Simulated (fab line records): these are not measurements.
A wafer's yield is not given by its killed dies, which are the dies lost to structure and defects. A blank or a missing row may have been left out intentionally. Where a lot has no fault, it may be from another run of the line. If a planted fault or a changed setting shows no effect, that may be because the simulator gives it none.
Check of tool commonality | flow nandHarc | Sample size 12 lots and 36 wafers

== WHAT PROMPTED THE OPENING ==
At NHARC_A_CHANNEL_HOLE_D1_INSPECT_40 the reading rawDefectCount is flagged on 2 of 12 lots. Wafers without a fault read 62, standard deviation 16.
Rule: a lot is flagged in two cases, either no wafer of it has a number, or all its wafers with numbers fall more than 4 standard deviations from that mean. The other lots count as sound.

lot  | measured     | on               | rawDefectCount, wafer by wafer | flag
L417 | day 9 00:29  | defectInspect-01 | 70 54 67                       | 
L415 | day 9 00:33  | defectInspect-02 | 59 77 69                       | 
L416 | day 9 04:31  | defectInspect-02 | 56 35 47                       | 
L420 | day 9 12:02  | defectInspect-02 | 51 25 53                       | 
L424 | day 10 20:10 | defectInspect-02 | 723 779 708                    | FLAGGED
L426 | day 12 00:09 | defectInspect-02 | 717 714 697                    | FLAGGED
L429 | day 12 04:21 | defectInspect-01 | 73 76 69                       | 
L430 | day 12 12:45 | defectInspect-02 | 74 49 66                       | 
L433 | day 12 20:56 | defectInspect-01 | 60 88 82                       | 
L431 | day 13 00:39 | defectInspect-01 | 82 68 74                       | 
L435 | day 13 21:08 | defectInspect-01 | 69 59 59                       | 
L437 | day 14 10:40 | defectInspect-01 | 54 53 65                       | 
Average over the flagged lots: 723; offset from the usual +661, equal to +41 standard deviations.

== WHICH TOOL EACH LOT WENT THROUGH ==
The record holds 1 process step before the reading, out of a route of 1159 steps. Cell contents, in order: the tool; ch with the chambers the sampled wafers went through; the start.
lot  | flag    | NHARC_A_CHANNEL_HOLE_D1_ETCH_16
L417 |         | rieDiel-05 ch 1,2,3, day 8 18:10
L415 |         | rieDiel-10 ch 0,1,2, day 8 18:12
L416 |         | rieDiel-07 ch 0,3, day 8 18:30
L420 |         | rieDiel-10 ch 0,3, day 9 05:37
L424 | FLAGGED | rieDiel-10 ch 0,1,2, day 10 12:49
L426 | FLAGGED | rieDiel-10 ch 0,2, day 11 17:49
L429 |         | rieDiel-05 ch 2,3, day 11 18:18
L430 |         | rieDiel-05 ch 1,2, day 12 06:26
L433 |         | rieDiel-05 ch 1,3, day 12 14:07
L431 |         | rieDiel-07 ch 1,3, day 12 14:40
L435 |         | rieDiel-05 ch 0,1,2, day 13 14:53
L437 |         | rieDiel-05 ch 0,1,2, day 14 00:41
What is done by these steps:
- NHARC_A_CHANNEL_HOLE_D1_ETCH_16: etches the open film in O2/COS, target depth 3100 nm, time 806 s.
- NHARC_A_CHANNEL_HOLE_D1_INSPECT_40

== FLAGGED OVER TOTAL, TOOL BY TOOL (the gauges that took the reading come last) ==
step                               | tool             | lots run | flagged | share of the flagged lots | sound lots run after its first flagged lot
NHARC_A_CHANNEL_HOLE_D1_ETCH_16    | rieDiel-05       | 6        | 0       | none                      | -
NHARC_A_CHANNEL_HOLE_D1_ETCH_16    | rieDiel-07       | 2        | 0       | none                      | -
NHARC_A_CHANNEL_HOLE_D1_ETCH_16    | rieDiel-10       | 4        | 2       | all                       | 0
NHARC_A_CHANNEL_HOLE_D1_INSPECT_40 | defectInspect-01 | 6        | 0       | none                      | -
NHARC_A_CHANNEL_HOLE_D1_INSPECT_40 | defectInspect-02 | 6        | 2       | all                       | 1 (L430)

== THE TABLE: WHAT IT ALLOWS ==
rieDiel-10 at NHARC_A_CHANNEL_HOLE_D1_ETCH_16 and defectInspect-02 at NHARC_A_CHANNEL_HOLE_D1_INSPECT_40 are the 2 rows of the table that ran each flagged lot.
- rieDiel-10 at NHARC_A_CHANNEL_HOLE_D1_ETCH_16: 2 of its 4 lots flagged. A fault beginning between L420 (day 9 05:37), its last sound lot, and L424 (day 10 12:49), its first flagged one, fits the data.
- defectInspect-02 at NHARC_A_CHANNEL_HOLE_D1_INSPECT_40: 2 of its 6 lots flagged. Lots that were sound ran on it after the first flagged one (L430); a persistent fault on the entire tool would not allow that.
What remains is a single tool, rieDiel-10 at NHARC_A_CHANNEL_HOLE_D1_ETCH_16.

== WHAT HAD BEEN PUT IN BY THE SIMULATOR ==
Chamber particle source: rieDiel-10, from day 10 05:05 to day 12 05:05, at NHARC_A_CHANNEL_HOLE_D1_ETCH_16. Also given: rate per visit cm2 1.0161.
Lots struck among those shown: L424, L426. The rule above reached the same finding.
